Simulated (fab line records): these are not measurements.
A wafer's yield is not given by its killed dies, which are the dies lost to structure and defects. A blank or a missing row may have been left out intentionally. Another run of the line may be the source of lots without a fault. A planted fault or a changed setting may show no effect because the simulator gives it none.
2 desks, one fault + flow nand_harc + each desk holds nothing but its own numbers, with what lay behind them at the end

== DESK OF THE TOOL OWNER: arfi_scanner-02 ==
The tool's own readings at NHARC_A_CONTACT_EXPOSE_05 (exposes mask A CC): means of the sampled wafers that have a number, for each lot that ran on this tool. If a lot's mean is further than 4 standard deviations from the usual mean, the lot is out of limits and carries the mark OUT (the distance appears in the brackets).
Columns: A = exposure_dose_mJ_cm2 at NHARC_A_CONTACT_EXPOSE_05, usual 84.24; B = stage_vel_mm_s at NHARC_A_CONTACT_EXPOSE_05, usual 499.95 mm/s
| lot  | first seen here | A               | B      |
|------|-----------------|-----------------|--------|
| L981 | day 22 15:40    | 84.17           | 500.11 |
| L983 | day 24 00:12    | 90.03 (+70) OUT | 500.00 |
| L985 | day 24 19:10    | 88.78 (+55) OUT | 500.09 |
| L986 | day 25 21:05    | 87.89 (+44) OUT | 499.85 |
| L989 | day 25 21:34    | 87.33 (+37) OUT | 500.03 |
This desk finds L983, L985, L986, L989 out of limits, L983 being first, at day 24 00:12 (exposure_dose_mJ_cm2 at NHARC_A_CONTACT_EXPOSE_05). L981: within limits.

== AT THE METROLOGY DESK ==
What the gauges read, lot by lot, whatever tool the lot ran on: means of the sampled wafers that have a number. If a lot's mean is further than 4 standard deviations from the usual mean, the lot is out of limits and carries the mark OUT (the distance appears in the brackets).
Columns: A = cd_nm at NHARC_A_CONTACT_CD_MEAS_08, usual 200.1 nm
| lot  | first seen here | A                |
|------|-----------------|------------------|
| L981 | day 22 15:49    | 200.0            |
| L980 | day 22 16:52    | 199.8            |
| L983 | day 24 00:20    | 204.6 (+8.3) OUT |
| L985 | day 24 19:18    | 204.4 (+7.9) OUT |
| L986 | day 25 21:13    | 203.2 (+5.7) OUT |
| L989 | day 25 21:43    | 202.9 (+5.2) OUT |
| L992 | day 27 06:45    | 199.7            |
| L997 | day 28 08:13    | 200.4            |
| L996 | day 28 13:13    | 200.3            |
| L998 | day 29 11:22    | 200.8            |
| L101 | day 30 11:19    | 200.1            |
| L103 | day 31 16:44    | 200.7            |
This desk finds L983, L985, L986, L989 out of limits, L983 being first, at day 24 00:20 (cd_nm at NHARC_A_CONTACT_CD_MEAS_08). L981, L980, L992, L997, L996, L998, L101, L103: within limits.

== BROUGHT TOGETHER ==
The tool owner's desk could have raised an alarm at day 24 00:12, on L983, L985, L986, L989.
On L983, L985, L986, L989, the metrology desk was in a position to raise an alarm at day 24 00:20.
Of the lots named, all ran NHARC_A_CONTACT_EXPOSE_05 on arfi_scanner-02.

== WHAT THE SIMULATOR HAD PUT IN ==
Process parameters drifting: arfi_scanner-02 at NHARC_A_CONTACT_EXPOSE_05, beginning at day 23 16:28. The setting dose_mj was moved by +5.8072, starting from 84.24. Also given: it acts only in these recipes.
Shown lots that were struck: L983, L985, L986, L989.
Time in hours from fault onset to the first out-of-limits reading at each desk: tool owner's desk 8, metrology desk 8.
